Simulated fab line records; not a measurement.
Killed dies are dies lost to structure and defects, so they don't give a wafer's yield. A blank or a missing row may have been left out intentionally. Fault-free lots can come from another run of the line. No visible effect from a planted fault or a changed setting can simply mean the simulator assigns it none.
fab line records -- flow nand-harc
record: lots: 14, wafers: 42, last-day: 33
route steps=1302 shown P_M1@297
lots untouched by any fault: they come from a run of this same line in which no faults occurred
start-h: hours from the record's opening day to when the first of the lot's shown wafers began -- wait-h: how many hours have passed since the lot's step before this one -- " same as the row above -- L1.1+2: a row that stands for several wafers -- - value missing, or start not given -- * or withheld: withheld -- < > ~ a bound
route shown NAME@n: NAME is a module with steps in the file, n the number in the route of the first one -- usual: average and standard deviation across the fault-free wafers -- same: alike in all rows -- chamber/n: place in a boat -- sites: the reading at each site -- _std_site: standard deviation across them -- _edge_site: mean of outer sites minus mean of inner sites -- radius-mm: for every site, how far away it sits from the centre of the wafer -- mask NAME#n: copy n -- behind: tool/chamber where the wafer was last shaped -- hold: what put the lot on hold/how long, in hours/how the hold closed -- device: which transistor (n, p or np) failed to switch -- end of line: the route-end tests of the same wafers -- a step given without rows: its recipe and nothing more -- killed: dies lost to structure and defects at the first sort, not the wafer's yield -- map: dies across one wafer; x = killed, . = not, _ = none there
set.NAME: the setting that was run; set.NAME@STEP: the one run at that earlier step -- model.NAME: the simulator's own value behind a step, which no gauge read
route steps across a sampled set of lots; one table per step, one row per wafer
services: from which hour (start-h, from the record's first day; less than 0 if before it) a tool's chamber was out of use, for how many hours, and why
== steps ==
step: NHARC_P_M1_INSPECT_11
usual: raw-defect-count: 4.7/2.2
lot.wafer,tool,chamber,start-h,wait-h,raw-defect-count
L857.2,defect-inspect-01,-,133.29,0.0,8
L857.3,defect-inspect-01,-,133.29,0.0,4
L857.6,defect-inspect-01,-,133.29,0.0,6
L859.1,defect-inspect-01,-,158.86,0.0,4
L859.2,defect-inspect-01,-,158.86,0.0,7
L859.5,defect-inspect-01,-,158.86,0.0,10
L860.3,defect-inspect-02,-,159.98,0.0,2
L860.4,defect-inspect-02,-,159.98,0.0,4
L860.6,defect-inspect-02,-,159.98,0.0,1
L862.1,defect-inspect-01,-,188.15,0.0,4
L862.3,defect-inspect-01,-,188.15,0.0,5
L862.5,defect-inspect-01,-,188.15,0.0,5
L863.3,defect-inspect-02,-,207.30,0.0,6
L863.5,defect-inspect-02,-,207.30,0.0,5
L863.6,defect-inspect-02,-,207.30,0.0,4
L864.3,defect-inspect-01,-,216.08,0.0,0
L864.4,defect-inspect-01,-,216.08,0.0,3
L864.6,defect-inspect-01,-,216.08,0.0,8
L865.2,defect-inspect-01,-,217.68,0.0,4
L865.3,defect-inspect-01,-,217.68,0.0,8
L865.4,defect-inspect-01,-,217.68,0.0,2
L867.1,defect-inspect-02,-,244.46,0.0,4
L867.4,defect-inspect-02,-,244.46,0.0,8
L867.6,defect-inspect-02,-,244.46,0.0,6
L868.3,defect-inspect-02,-,248.58,0.0,4
L868.4,defect-inspect-02,-,248.58,0.0,0
L868.6,defect-inspect-02,-,248.58,0.0,2
L874.2,defect-inspect-02,-,301.41,0.0,6
L874.4,defect-inspect-02,-,301.41,0.0,6
L874.5,defect-inspect-02,-,301.41,0.0,7
L876.1,defect-inspect-02,-,328.93,0.0,6
L876.3,defect-inspect-02,-,328.93,0.0,4
L876.5,defect-inspect-02,-,328.93,0.0,4
L877.4,defect-inspect-01,-,332.38,0.0,6
L877.5,defect-inspect-01,-,332.38,0.0,8
L877.6,defect-inspect-01,-,332.38,0.0,2
L878.1,defect-inspect-02,-,345.15,0.0,7
L878.2,defect-inspect-02,-,345.15,0.0,2
L878.4,defect-inspect-02,-,345.15,0.0,4
L879.1,defect-inspect-02,-,355.10,0.0,7
L879.3,defect-inspect-02,-,355.10,0.0,2
L879.5,defect-inspect-02,-,355.10,0.0,3
step: NHARC_P_M1_ETCH_35
recipe: target-depth-a: 400, overetch-a: 120, time-s: 43.94, ion-energy-ev: 200, n2-flow-sccm: 150, h2-flow-sccm: 150, ar-flow-sccm: 0, rf-w: 400, bias-w: 150, chemistry: N2/H2
usual: drypump-motor-current-A: 5.61/0.24, oes-product-au: 1.001/0.0077, rf-vpp-V: 431.3/2.9, showerhead-plenum-p-Torr: 2.07/0.11, throttle-valve-pct: 14.169/0.0086
lot.wafer,tool,chamber,start-h,wait-h,drypump-motor-current-A,oes-product-au,rf-hours-counter-h,rf-vpp-V,showerhead-plenum-p-Torr,throttle-valve-pct
L857.3,rie-diel-10,0,133.45,0.1,5.64,0.998,4,433.6,2.14,14.155
L857.2,rie-diel-10,1,133.45,0.1,5.72,1.000,5,430.8,2.03,14.178
L857.6,rie-diel-10,2,133.45,0.1,5.55,0.995,-,432.9,2.20,14.174
L859.1,rie-diel-10,1,159.01,0.1,5.69,0.998,6,430.8,2.03,14.175
L859.2,rie-diel-10,3,159.01,0.1,5.36,0.995,7,428.7,1.97,14.169
L859.5,rie-diel-10,1,159.01,0.1,5.71,1.004,-,430.5,2.03,14.187
L860.3,rie-diel-10,2,160.13,0.1,5.54,1.005,7,434.6,2.19,14.160
L860.4,rie-diel-10,0,160.13,0.1,5.64,0.998,6,433.7,2.14,14.177
L860.6,rie-diel-10,2,160.13,0.1,5.55,1.004,-,434.5,2.19,14.174
L862.3,rie-diel-10,1,188.30,0.1,5.71,1.005,8,431.9,2.03,14.148
L862.1,rie-diel-10,2,188.30,0.1,5.55,1.001,9,434.7,2.19,14.160
L862.5,rie-diel-10,0,188.30,0.1,5.64,1.001,-,433.1,2.14,14.174
L863.3,rie-diel-06,2,207.45,0.1,5.72,1.003,4,434.2,2.20,14.159
L863.5,rie-diel-06,2,207.45,0.1,5.62,1.003,-,434.0,2.20,14.168
L863.6,rie-diel-06,3,207.45,0.1,5.82,1.007,-,427.2,1.93,14.162
L864.3,rie-diel-06,3,216.24,0.1,5.79,0.997,5,427.8,1.93,14.186
L864.4,rie-diel-06,0,216.24,0.1,5.46,1.002,5,434.4,2.19,14.177
L864.6,rie-diel-06,2,216.24,0.1,5.69,1.004,-,435.3,2.20,14.168
L865.4,rie-diel-06,3,217.83,0.1,5.85,1.008,5,426.7,1.93,14.181
L865.3,rie-diel-06,0,217.83,0.1,5.44,1.017,5,434.3,2.19,14.168
L865.2,rie-diel-06,1,217.83,0.1,5.29,1.021,4,426.9,1.93,14.167
L867.4,rie-diel-02,3,244.61,0.1,5.85,0.999,5,427.3,1.92,14.172
L867.1,rie-diel-02,0,244.61,0.1,5.94,1.004,7,429.1,2.01,14.164
L867.6,rie-diel-02,2,244.61,0.1,6.62,0.997,-,431.7,2.12,14.175
L868.3,rie-diel-06,0,248.73,0.1,5.47,1.006,7,434.4,2.19,14.166
L868.4,rie-diel-06,2,248.73,0.1,5.62,0.999,6,435.4,2.20,14.160
L868.6,rie-diel-06,0,248.73,0.1,5.45,0.993,-,434.3,2.19,14.178
L874.2,rie-diel-10,0,301.56,0.1,5.63,0.999,6,433.7,2.14,14.176
L874.4,rie-diel-10,2,301.56,0.1,5.55,1.012,7,434.2,2.19,14.193
L874.5,rie-diel-10,1,301.56,0.1,5.71,1.001,-,430.1,2.03,14.176
L876.1,rie-diel-10,2,329.07,0.1,5.55,1.010,9,434.7,2.19,14.176
L876.3,rie-diel-10,3,329.07,0.1,5.33,1.014,8,428.8,1.97,14.176
L876.5,rie-diel-10,3,329.07,0.1,5.33,0.994,-,428.3,1.96,14.161
L877.6,rie-diel-06,1,332.56,0.1,5.28,0.999,-,427.0,1.92,14.162
L877.4,rie-diel-06,2,332.56,0.1,5.65,0.985,-,435.1,2.20,14.159
L877.5,rie-diel-06,0,332.56,0.1,5.45,0.989,-,436.4,2.19,14.162
L878.1,rie-diel-10,2,345.30,0.1,5.53,0.994,10,433.9,2.19,14.163
L878.4,rie-diel-10,3,345.30,0.1,5.36,0.997,10,428.5,1.96,14.175
L878.2,rie-diel-10,0,345.30,0.1,5.66,1.010,10,433.6,2.13,14.175
L879.3,rie-diel-06,3,355.26,0.1,5.86,1.009,1,426.7,1.93,14.172
L879.1,rie-diel-06,2,355.26,0.1,5.68,0.979,2,433.3,2.20,14.166
L879.5,rie-diel-06,3,355.26,0.1,5.84,1.002,-,428.8,1.93,14.169
step: NHARC_P_M1_PVD_20
recipe: target-thk-a: 50, bias-v: 168.6, power-w: 15000, chamber-pressure-pa: 0.12, time-s: 8.06, substrate-temp-c: 50, material: TaN
usual: throttle-valve-pct: 30.2/0.72
lot.wafer,tool,chamber,start-h,wait-h,throttle-valve-pct
L857.3,pvd-sputter-01,-,-,-,29.8
L857.2,pvd-sputter-01,-,-,-,30.7
L857.6,pvd-sputter-01,-,-,-,30.9
L859.2,pvd-sputter-02,-,-,-,29.8
L859.1,pvd-sputter-02,-,-,-,30.1
L859.5,pvd-sputter-02,-,-,-,31.1
L860.4,pvd-sputter-01,-,-,-,29.8
L860.3,pvd-sputter-01,-,-,-,30.5
L860.6,pvd-sputter-01,-,-,-,30.8
L862.1,pvd-sputter-02,-,-,-,31.2
L862.3,pvd-sputter-02,-,-,-,30.8
L862.5,pvd-sputter-02,-,-,-,31.3
L863.3,pvd-sputter-02,-,-,-,30.0
L863.5,pvd-sputter-02,-,-,-,31.2
L863.6,pvd-sputter-02,-,-,-,30.2
L864.4,pvd-sputter-01,-,-,-,29.8
L864.3,pvd-sputter-01,-,-,-,29.7
L864.6,pvd-sputter-01,-,-,-,29.5
L865.2,pvd-sputter-03,-,-,-,28.5
L865.3,pvd-sputter-03,-,-,-,29.7
L865.4,pvd-sputter-03,-,-,-,29.0
L867.4,pvd-sputter-02,-,-,-,30.2
L867.1,pvd-sputter-02,-,-,-,30.8
L867.6,pvd-sputter-02,-,-,-,31.2
L868.3,pvd-sputter-03,-,-,-,29.3
L868.4,pvd-sputter-03,-,-,-,29.8
L868.6,pvd-sputter-03,-,-,-,29.0
L874.4,pvd-sputter-01,-,-,-,29.5
L874.2,pvd-sputter-01,-,-,-,30.2
L874.5,pvd-sputter-01,-,-,-,30.1
L876.3,pvd-sputter-02,-,-,-,30.4
L876.1,pvd-sputter-02,-,-,-,30.0
L876.5,pvd-sputter-02,-,-,-,30.3
L877.4,pvd-sputter-02,-,-,-,30.5
L877.6,pvd-sputter-02,-,-,-,30.3
L877.5,pvd-sputter-02,-,-,-,31.5
L878.1,pvd-sputter-02,-,-,-,30.4
L878.4,pvd-sputter-02,-,-,-,30.5
L878.2,pvd-sputter-02,-,-,-,30.5
L879.3,pvd-sputter-02,-,-,-,29.9
L879.1,pvd-sputter-02,-,-,-,30.5
L879.5,pvd-sputter-02,-,-,-,30.1
step: NHARC_P_M1_DEP_33
recipe: target-thk-a: 300, temp-c: 370, target-thk-nm: 30, pressure-torr: 3, flow-sccm: 200, rf-w: 450, material: SiCN
usual: chamber-pressure-Torr: 3.000/0.0062, heater-power-outer-w: 318/56, heater-power-w: 568/93, susceptor-temp-C: 370.00/0.21
lot.wafer,tool,chamber,start-h,wait-h,chamber-pressure-Torr,heater-power-outer-w,heater-power-w,susceptor-temp-C
L857.3,pecvd-04,1,136.12,0.1,3.009,323,579,369.49
L857.2,pecvd-04,2,136.12,0.1,2.999,398,714,370.08
L857.6,pecvd-04,2,136.12,0.1,2.993,406,703,370.07
L859.1,pecvd-03,2,161.68,0.1,3.005,233,449,369.74
L859.2,pecvd-03,0,161.68,0.1,3.008,233,440,370.32
L859.5,pecvd-03,0,161.68,0.1,3.006,238,433,369.91
L860.3,pecvd-04,2,162.76,0.1,3.005,392,707,369.87
L860.6,pecvd-04,2,162.76,0.1,2.999,385,680,369.86
L860.4,pecvd-04,0,162.76,0.1,2.993,304,490,370.04
L862.3,pecvd-04,2,190.92,0.1,3.009,391,692,370.35
L862.1,pecvd-04,0,190.92,0.1,3.010,274,467,370.15
L862.5,pecvd-04,0,190.92,0.1,2.995,280,471,370.52
L863.3,pecvd-04,0,210.11,0.1,2.996,332,525,370.09
L863.6,pecvd-04,2,210.11,0.1,2.999,377,686,369.93
L863.5,pecvd-04,0,210.11,0.1,2.988,329,532,370.26
L864.3,pecvd-04,1,218.86,0.1,2.995,386,673,369.69
L864.6,pecvd-04,1,218.86,0.1,2.997,394,689,370.00
L864.4,pecvd-04,0,218.86,0.1,2.996,284,455,369.91
L865.2,pecvd-04,2,220.45,0.1,3.011,418,709,369.81
L865.3,pecvd-04,1,220.45,0.1,3.000,386,666,369.70
L865.4,pecvd-04,2,220.45,0.1,3.008,406,718,370.01
L867.1,pecvd-03,0,247.63,0.1,-,-,-,-
L867.6,pecvd-03,0,247.63,0.1,-,-,-,-
L867.4,pecvd-03,2,247.63,0.1,-,-,-,-
L868.3,pecvd-01,2,251.36,0.1,-,-,-,-
L868.4,pecvd-01,0,251.36,0.1,-,-,-,-
L868.6,pecvd-01,1,251.36,0.1,-,-,-,-
L874.2,pecvd-03,2,304.22,0.1,2.995,221,425,370.05
L874.4,pecvd-03,2,304.22,0.1,3.012,217,428,370.10
L874.5,pecvd-03,1,304.22,0.1,2.997,282,519,370.14
L876.3,pecvd-01,0,331.75,0.1,3.006,319,571,370.07
L876.1,pecvd-01,1,331.75,0.1,3.010,407,692,370.14
L876.5,pecvd-01,1,331.75,0.1,3.003,399,699,370.11
L877.6,pecvd-01,1,335.39,0.2,2.997,370,665,370.25
L877.4,pecvd-01,2,335.39,0.2,3.002,279,524,369.92
L877.5,pecvd-01,0,335.39,0.2,2.989,297,529,369.91
L878.2,pecvd-03,0,348.27,0.1,3.004,255,464,369.96
L878.1,pecvd-03,1,348.27,0.1,2.993,342,612,370.32
L878.4,pecvd-03,1,348.27,0.1,2.998,350,607,369.92
L879.3,pecvd-04,0,357.97,0.1,3.007,271,474,370.28
L879.1,pecvd-04,1,357.97,0.1,3.007,369,662,369.79
L879.5,pecvd-04,2,357.97,0.1,2.992,402,703,369.89
== services ==
tool,chamber,start-h,hours,kind
rie-diel-10,0,115.10,10.8,repair
pvd-sputter-01,-,124.06,1.9,repair
rie-diel-06,-,130.20,9.0,pm
pecvd-01,-,130.21,13.0,pm
rie-diel-06,0,163.22,3.2,repair
pvd-sputter-02,-,167.47,2.3,repair
rie-diel-10,-,168.35,0.1,repair
pecvd-03,-,185.00,13.0,pm
rie-diel-10,-,194.77,0.6,repair
rie-diel-06,-,219.03,0.6,repair
pvd-sputter-01,-,226.00,10.0,pm
pecvd-03,0,237.07,6.9,repair
rie-diel-10,-,242.76,9.0,pm
pecvd-04,-,245.04,1.2,repair
rie-diel-06,3,261.93,4.9,repair
pecvd-01,-,266.43,0.6,repair
pecvd-04,-,269.34,13.0,pm
pvd-sputter-02,-,282.00,10.0,pm
rie-diel-06,2,293.45,2.4,repair
rie-diel-06,-,307.20,9.0,pm
rie-diel-06,-,328.40,0.7,repair
rie-diel-06,3,331.08,6.8,repair
rie-diel-06,3,346.28,5.7,repair
rie-diel-06,0,352.51,3.5,repair
== key ==
first-sign: step: NHARC_P_M1_DEP_33, reading: tool-record, direction: missing
effect none on later readings
met-at NHARC_P_M1_DEP_33
struck-lots L867,L868
sort-left-out L867.1,L867.4,L867.6,L868.3,L868.4,L868.6
not-acting-at NHARC_P_M1_INSPECT_11,NHARC_P_M1_ETCH_35,NHARC_P_M1_PVD_20
onset-between 161.68 247.63
fault: kind: skipped-step-whole, tool: pecvd-01,pecvd-03, chamber: -, onset-h: 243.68, steps: NHARC_P_M1_DEP_33, scope: struck-lots-only
sort-left-out: the simulated sort isn't trusted on such a fault, so these wafers' sort isn't shown, and their yield isn't known
